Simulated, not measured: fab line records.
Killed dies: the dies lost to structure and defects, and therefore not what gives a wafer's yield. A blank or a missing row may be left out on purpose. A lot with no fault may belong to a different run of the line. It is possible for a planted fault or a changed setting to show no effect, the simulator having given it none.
2 desks, one fault    flow n5-finfet    what lay behind the numbers comes last; until then each desk has only its own

## METROLOGY DESK
What the gauges read for every lot (on any tool): the sampled wafers with a number, averaged. A lot is out of limits, marked OUT, if its mean lies more than 4 standard deviations from the usual mean; the brackets give that distance.
Columns: A = cd-nm at N5_BEOL_M14_CD_MEAS_17, usual 251.0 nm; B = cd-nm at N5_BEOL_M14_CD_MEAS_28, usual 284.5 nm; C = trench-depth-nm at N5_BEOL_M14_OCD_MEAS_35, usual 556 nm
lot   first seen here  A      B                 C
L198  day 11 12:17     250.7  283.9             556
L202  day 12 00:50     249.1  285.2             560
L203  day 12 06:26     250.1  283.3             559
L206  day 13 05:08     252.8  283.5             562
L204  day 13 12:49     253.0  283.8             559
L211  day 14 00:20     249.5  292.7 (+6.3) OUT  566
L215  day 15 03:50     252.2  289.6             553
L213  day 15 09:50     251.0  285.2             548
L219  day 16 09:16     248.9  283.8             555
L220  day 16 11:53     252.4  285.0             550
This desk's finding: out of limits on L211; first on L211, day 14 00:40 (cd-nm at N5_BEOL_M14_CD_MEAS_28). L198, L202, L203, L206, L204, L215, L213, L219, L220: within limits.

## THE TOOL OWNER'S DESK: krf-scanner-02
The tool's own readings at N5_BEOL_M14_EXPOSE_25 (exposes mask M14, target cd 280 nm): means of the sampled wafers that have a number, for each lot that ran on this tool. A lot is out of limits, marked OUT, if its mean lies more than 4 standard deviations from the usual mean; the brackets give that distance.
Columns: A = exposure-dose-mJ-cm2 at N5_BEOL_M14_EXPOSE_25, usual 26.588; B = stage-vel-mm-s at N5_BEOL_M14_EXPOSE_25, usual 499.97 mm/s
lot   first seen here  A                 B
L198  day 11 12:28     26.602            499.87
L203  day 12 06:43     26.573            499.75
L204  day 13 13:05     26.622            500.01
L211  day 14 00:29     27.590 (+44) OUT  499.80
L215  day 15 04:07     27.377 (+34) OUT  500.02
This desk's finding: out of limits on L211, L215; first on L211, day 14 00:29 (exposure-dose-mJ-cm2 at N5_BEOL_M14_EXPOSE_25). L198, L203, L204: within limits.

## TAKEN TOGETHER
The tool owner's desk could have raised an alarm at day 14 00:29, on L211, L215.
The metrology desk could have raised an alarm at day 14 00:40, on L211.
The metrology desk holds a record of L215, inside its limits.
The lots listed all ran N5_BEOL_M14_EXPOSE_25 on krf-scanner-02.

## WHAT HAD BEEN PUT IN BY THE SIMULATOR
Process parameter drift: krf-scanner-02, from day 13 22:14 on, at N5_BEOL_M14_EXPOSE_25. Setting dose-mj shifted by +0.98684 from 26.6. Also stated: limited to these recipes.
Lots struck among those shown: L211, L215.
Delay (hours) between the fault's onset and each desk's first out-of-limits reading: 2 at the tool owner's desk, 2 at the metrology desk.
